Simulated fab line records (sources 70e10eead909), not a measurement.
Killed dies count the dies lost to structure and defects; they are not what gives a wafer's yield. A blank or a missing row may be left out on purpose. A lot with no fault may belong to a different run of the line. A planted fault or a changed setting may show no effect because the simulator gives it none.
A lot that was struck, set against a sound lot	flow nand-harc	40 steps out of a route of 1159
Sound: the wafers L497.2, L497.3, L497.6. Struck: wafer L500.6 (L500.1, L500.3, from the same lot, were not struck and are left out); the cause is given at the end.
For every step that has rows: the tool of each side, followed by ch and its chambers, followed by its first start. Under that, the readings that differ: sound wafers	struck wafers	difference of the means	sigmas: that difference in standard deviations of wafers without a fault.
alike: words and numbers the same on both sides, and readings whose means are apart by under 2 such deviations; not compared: readings that were withheld, readings missing a value for some wafer, numbers with overlapping values and no deviation given by the record, and bounds like >300 which may hide the same value.
The two part at a step that has a row with sigmas, a row that says differs or no value, or rows on one side only. Non-overlapping numbers with no deviation appear without sigmas and do not part them. A reading missing from all wafers of one side parts the sides only when that side holds two or more wafers.

first, 6 steps without rows for these wafers: NHARC_A_M0_PRE_CLEAN_29 (time 30 s); NHARC_A_M0_PVD_20 (deposits TaN, target thk 5 nm, time 8.06 s); NHARC_A_M0_PVD_21 (deposits Cu, target thk 30 nm, time 20.49 s); NHARC_A_M0_ECD_22 (material Cu, target thk 400 nm); NHARC_A_M0_ANNEAL_30 (time 90 s); NHARC_A_M0_CMP_23 (polishes, t overpolish 20 s, target thk 113.75 nm).
NHARC_A_M0_THK_MEAS_24: measures by xrf.
  sound on film-metro-02 at day 17 19:58; struck on film-metro-01 at day 18 04:48
  alike: thk-nm
then, 1 step without rows for these wafers: NHARC_A_M0_SRD_25.
NHARC_A_M0_INSPECT_27:
  sound on defect-inspect-02 at day 17 20:07; struck on defect-inspect-01 at day 18 04:59
  alike: raw-defect-count
then, 1 step without rows for these wafers: NHARC_A_M0_PRE_CLEAN_31 (time 12 s).
NHARC_A_M0_DEP_32: deposits SiCN, target thk 30 nm.
  sound on pecvd-03 ch 0,1, day 17 20:19; struck on pecvd-03 ch 0, day 18 05:11
  alike: chamber-pressure-Torr, heater-power-w
NHARC_A_M1_DEP_00: deposits SiOC, target thk 182.5 nm.
  sound on pecvd-04 ch 0,2, day 17 20:44; struck on pecvd-04 ch 1, day 18 05:36
  alike: chamber-pressure-Torr
then, 9 steps without rows for these wafers: NHARC_A_M1_DEHYDRATE_01 (time 120 s); NHARC_A_M1_HMDS_02 (time 30 s); NHARC_A_M1_COAT_34 (time 65 s); NHARC_A_M1_COAT_03 (resist thk 90 nm); NHARC_A_M1_SOFTBAKE_04 (time 55 s); NHARC_A_M1_EBR_05; NHARC_A_M1_EXPOSE_06 (exposes mask A M1, target cd 120 nm); NHARC_A_M1_PEB_07 (peb time 65 s); NHARC_A_M1_DEVELOP_08 (develop time 35 s).
NHARC_A_M1_CD_MEAS_09: target cd 120 nm.
  sound on cd-sem-02 ch 0, day 17 21:23; struck on cd-sem-01 ch 0, day 18 06:23
  alike: cd-nm
NHARC_A_M1_OVL_MEAS_10: pitch 240 nm.
  sound on overlay-02 at day 17 21:28; struck on overlay-01 at day 18 06:29
  alike: overlay-x-nm, overlay-y-nm
NHARC_A_M1_INSPECT_11:
  sound on defect-inspect-01 at day 17 21:31; struck on defect-inspect-02 at day 18 06:31
  alike: raw-defect-count
then, 1 step without rows for these wafers: NHARC_A_M1_DESCUM_14 (chemistry O2, time 3 s).
NHARC_A_M1_ETCH_35: etches the open film in N2/H2, target depth 40 nm, overetch 12 nm, time 43.94 s.
  sound on rie-diel-03 ch 0,1, day 17 21:40; struck on rie-diel-11 ch 2, day 18 06:40
reading	sound	struck	difference	sigmas
oes-product-au (a.u.)	0.989 0.992 0.990	1.019	+0.029	+3
throttle-valve-pct (%)	14.163 14.173 14.168	14.148	-0.020	-2
  alike: drypump-motor-current-A, rf-vpp-V, showerhead-plenum-p-Torr
  not compared: rf-hours-counter-h
then, 1 step without rows for these wafers: NHARC_A_M1_ETCH_15 (etches the open film in C4F8/Ar, target depth 182.5 nm, time 91.2 s).
NHARC_A_M1_CD_MEAS_16:
  sound on cd-sem-02 at day 17 21:53; struck on cd-sem-03 at day 18 06:53
  alike: cd-nm
NHARC_A_M1_STRIP_18: strips in N2/H2.
  sound on rie-diel-10 ch 1,2,3, day 17 21:58; struck on rie-diel-11 ch 2, day 18 07:01
  alike: drypump-motor-current-A, oes-product-au, rf-vpp-V, showerhead-plenum-p-Torr, throttle-valve-pct
  not compared: rf-hours-counter-h
then, 4 steps without rows for these wafers: NHARC_A_M1_ETCH_28 (etches the open film in CF4/N2, target depth 30 nm, time 72.99 s); NHARC_A_M1_STRIP_19 (strips in post etch residue remover, time 600 s); NHARC_A_M1_DEGAS_29 (time 60 s); NHARC_A_M1_PRE_CLEAN_30 (time 30 s).
NHARC_A_M1_PVD_20: deposits TaN, target thk 5 nm, time 8.06 s.
  sound on pvd-sputter-01; struck on pvd-sputter-01
reading	sound	struck	difference	sigmas
throttle-valve-pct (%)	30.5 30.5 30.2	27.4	-3.0	-3
  alike: cathode-dc-power-W
then, 3 steps without rows for these wafers: NHARC_A_M1_PVD_21 (deposits Cu, target thk 30 nm, time 20.49 s); NHARC_A_M1_ECD_22 (material Cu, target thk 400 nm); NHARC_A_M1_ANNEAL_31 (time 90 s).
NHARC_A_M1_CMP_23: polishes, t overpolish 20 s, target thk 154.34 nm.
  sound on cmp-03 ch 0,2, day 17 23:41; struck on cmp-04 ch 1, day 18 08:45
reading	sound	struck	difference	sigmas
motor-current-A (A)	13.7 14.8 15.1	11.0	-3.5	-3
  alike: time-to-endpoint-s
then, 1 step without rows for these wafers: NHARC_A_M1_SRD_25.
NHARC_END_SORT_01:
  the record has rows for the struck wafers here (prober-01 ch 0, day 20 02:38) and none for the sound ones

== WHERE THEY PART ==
Last at NHARC_END_SORT_01 as far as this record goes, first at NHARC_A_M1_ETCH_35.

WHY: whatever the simulator had introduced
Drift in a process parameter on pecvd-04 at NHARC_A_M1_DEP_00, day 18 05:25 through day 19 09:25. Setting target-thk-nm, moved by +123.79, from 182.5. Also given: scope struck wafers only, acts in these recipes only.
